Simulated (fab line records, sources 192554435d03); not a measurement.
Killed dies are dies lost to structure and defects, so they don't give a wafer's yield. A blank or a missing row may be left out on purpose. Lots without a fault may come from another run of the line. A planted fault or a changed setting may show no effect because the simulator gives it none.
Chamber matching | flow n5_finfet | N5_SDB_ALD_29 on ald_sin-02: 4 sister chambers
The step deposits SiNx, target thk 30 nm, pulse time 1 s, ald cycles 600. 8 wafers are shown with their chamber, then 12 later ones without.

WAFERS WITH THEIR CHAMBER
wafer  | chamber | heater_power_w (W) | precursor_pulse_height_rel
L081.1 | 0       | 906                | 1.014
L081.6 | 0       | 948                | 1.013
L084.1 | 3       | 736                | 0.984
L084.2 | 1       | 688                | 1.012
L084.3 | 2       | 705                | 1.008
L084.4 | 2       | 693                | 1.031
L084.5 | 3       | 734                | 1.037
L084.6 | 1       | 700                | 1.002

WAFERS WITHOUT THEIR CHAMBER
wafer  | heater_power_w (W) | precursor_pulse_height_rel
L093.1 | 742                | 0.997
L093.4 | 904                | 0.986
L093.5 | 959                | 1.002
L095.1 | 706                | 1.044
L095.2 | 946                | 0.995
L095.4 | 710                | 0.984
L097.1 | 709                | 1.029
L097.2 | 929                | 1.017
L097.3 | 731                | 0.967
L097.4 | 713                | 1.012
L097.5 | 705                | 1.036
L097.6 | 940                | 0.996

WHICH CHAMBER EACH WENT THROUGH
wafer  | from the rows above          | in truth
L093.1 | 3                            | 3
L093.4 | 0                            | 0
L093.5 | 0                            | 0
L095.1 | can't be placed: 2 or 1 or 3 | 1
L095.2 | 0                            | 0
L095.4 | can't be placed: 1 or 2 or 3 | 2
L097.1 | can't be placed: 2 or 1 or 3 | 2
L097.2 | 0                            | 0
L097.3 | can't be placed: 3 or 1 or 2 | 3
L097.4 | can't be placed: 2 or 1 or 3 | 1
L097.5 | can't be placed: 2 or 1 or 3 | 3
L097.6 | 0                            | 0
Placed correctly: 6 of 12. Can't be placed from these rows: 6 (the true chamber is among the candidates in 6). Placed wrongly: 0.
How it was worked out, from the rows above alone: a wafer's distance from a chamber is the root of the sum, over the readings, of the square of ((its reading less the chamber's mean) divided by the reading's scatter). The wafer belongs to the nearest chamber; if the next one is less than 2 further off, it can't be placed. A chamber's mean is the mean of its shown wafers. The scatter: the root of (the sum of the squares of (reading less its chamber's mean) over the shown wafers, divided by (wafers less chambers)).
